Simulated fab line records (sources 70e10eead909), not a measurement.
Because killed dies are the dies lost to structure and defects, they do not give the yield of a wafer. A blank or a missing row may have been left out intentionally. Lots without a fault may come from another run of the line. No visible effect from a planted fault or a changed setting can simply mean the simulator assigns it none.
Chamber matching -- flow nandHarc -- 4 sister chambers for NHARC_A_CHANNEL_FILL_D1_ALD_14 on aldHk-01
The step deposits SiO2, target thk 2.5 nm, pulse time 10 s, ald cycles 25. 4 wafers are shown with their chamber, then 9 later ones without.

WAFERS PAIRED WITH THEIR CHAMBERS
wafer,chamber,heaterPowerW (W)
L074.3,0,425
L083.1,1,564
L083.2,2,468
L083.6,3,488

WAFERS MISSING THEIR CHAMBER
wafer,heaterPowerW (W)
L087.1,608
L087.2,413
L087.4,473
L091.2,593
L091.3,487
L091.4,468
L094.1,597
L094.3,471
L094.6,472

EACH ONE'S CHAMBER
wafer,from the rows above,in truth
L087.1,1,1
L087.2,0,0
L087.4,can't be placed: 2 or 3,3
L091.2,1,1
L091.3,can't be placed: 3 or 2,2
L091.4,can't be placed: 2 or 3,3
L094.1,1,1
L094.3,can't be placed: 2 or 3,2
L094.6,can't be placed: 2 or 3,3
Correctly placed: 4 of 9. From these rows, 5 cannot be placed; in 5 the true chamber is one of the candidates. 0 placed wrongly.
How it was worked out, from the rows above alone: a wafer's distance from a chamber is the root of the sum, over the readings, of the square of ((its reading less the chamber's mean) divided by the reading's scatter). The wafer belongs to the nearest chamber; if the next one is less than 2 further off, it can't be placed. For every chamber, the mean is computed from those of its wafers that are shown. The scatter: with one shown wafer a chamber, the root of the mean of the squares of how far each hidden wafer lies from its nearest shown one.
